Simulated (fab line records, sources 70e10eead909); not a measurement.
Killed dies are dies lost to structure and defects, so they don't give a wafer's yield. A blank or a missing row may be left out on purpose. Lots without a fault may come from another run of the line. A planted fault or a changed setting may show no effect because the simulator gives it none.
Chamber matching | flow nand_harc | NHARC_P_M0_PRE_CLEAN_31 on pecvd-01: 3 sister chambers
The step time 12 s. 24 wafers are shown with their chamber, then 12 later ones without.

WAFERS WITH THEIR CHAMBER
wafer  | chamber | heater_power_w (W) | rf_fwd_power_W (W)
L074.1 | 2       | 702                | 293.6
L074.3 | 1       | 558                | 293.9
L074.6 | 1       | 579                | 292.5
L074.2 | 0       | 600                | 290.7
L074.4 | 0       | 596                | 293.7
L074.5 | 2       | 717                | 293.2
L078.2 | 0       | 581                | 291.4
L078.3 | 1       | 620                | 292.0
L078.5 | 1       | 620                | 292.5
L079.1 | 2       | 586                | 291.6
L079.3 | 0       | 633                | 292.6
L079.6 | 1       | 583                | 293.6
L079.2 | 1       | 596                | 293.5
L079.4 | 2       | 578                | 293.7
L079.5 | 0       | 650                | 291.6
L084.2 | 1       | 593                | 292.4
L084.4 | 0       | 639                | 291.6
L084.5 | 2       | 570                | 292.1
L085.1 | 2       | 640                | 291.5
L085.2 | 0       | 638                | 292.8
L085.3 | 1       | 614                | 293.1
L085.4 | 1       | 626                | 292.6
L085.5 | 2       | 641                | 291.7
L085.6 | 0       | 654                | 293.0

SIGNATURES (means of the wafers above)
reading        | chamber 0 | chamber 1 | chamber 2 | scatter within a chamber
heater_power_w | 623.88    | 598.78    | 633.43    | 38.2
rf_fwd_power_W | 292.175   | 292.900   | 292.486   | 0.876
Rule: a wafer's distance from a chamber is the root of the sum, over the readings, of the square of ((its reading less the chamber's mean) divided by the reading's scatter). The wafer belongs to the nearest chamber; if the next one is less than 2 further off, it can't be placed. The scatter: the root of (the sum of the squares of (reading less its chamber's mean) over the shown wafers, divided by (wafers less chambers)).

WAFERS WITHOUT THEIR CHAMBER
wafer  | heater_power_w (W) | rf_fwd_power_W (W)
L087.3 | 685                | 291.8
L087.4 | 670                | 292.7
L087.6 | 588                | 291.7
L089.1 | 542                | 293.2
L089.4 | 555                | 291.6
L089.6 | 554                | 291.8
L095.2 | 609                | 291.3
L095.3 | 652                | 293.3
L095.6 | 540                | 293.1
L097.2 | 602                | 292.3
L097.4 | 593                | 293.1
L097.5 | 599                | 292.3

WHICH CHAMBER EACH WENT THROUGH
wafer  | from the rows above          | in truth
L087.3 | can't be placed: 2 or 0 or 1 | 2
L087.4 | can't be placed: 2 or 0 or 1 | 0
L087.6 | can't be placed: 0 or 1 or 2 | 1
L089.1 | can't be placed: 1 or 0 or 2 | 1
L089.4 | can't be placed: 1 or 0 or 2 | 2
L089.6 | can't be placed: 1 or 0 or 2 | 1
L095.2 | can't be placed: 0 or 2 or 1 | 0
L095.3 | can't be placed: 2 or 1 or 0 | 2
L095.6 | can't be placed: 1 or 0 or 2 | 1
L097.2 | can't be placed: 0 or 1 or 2 | 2
L097.4 | can't be placed: 1 or 2 or 0 | 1
L097.5 | can't be placed: 0 or 1 or 2 | 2
Placed correctly: 0 of 12. Can't be placed from these rows: 12 (the true chamber is among the candidates in 12). Placed wrongly: 0.
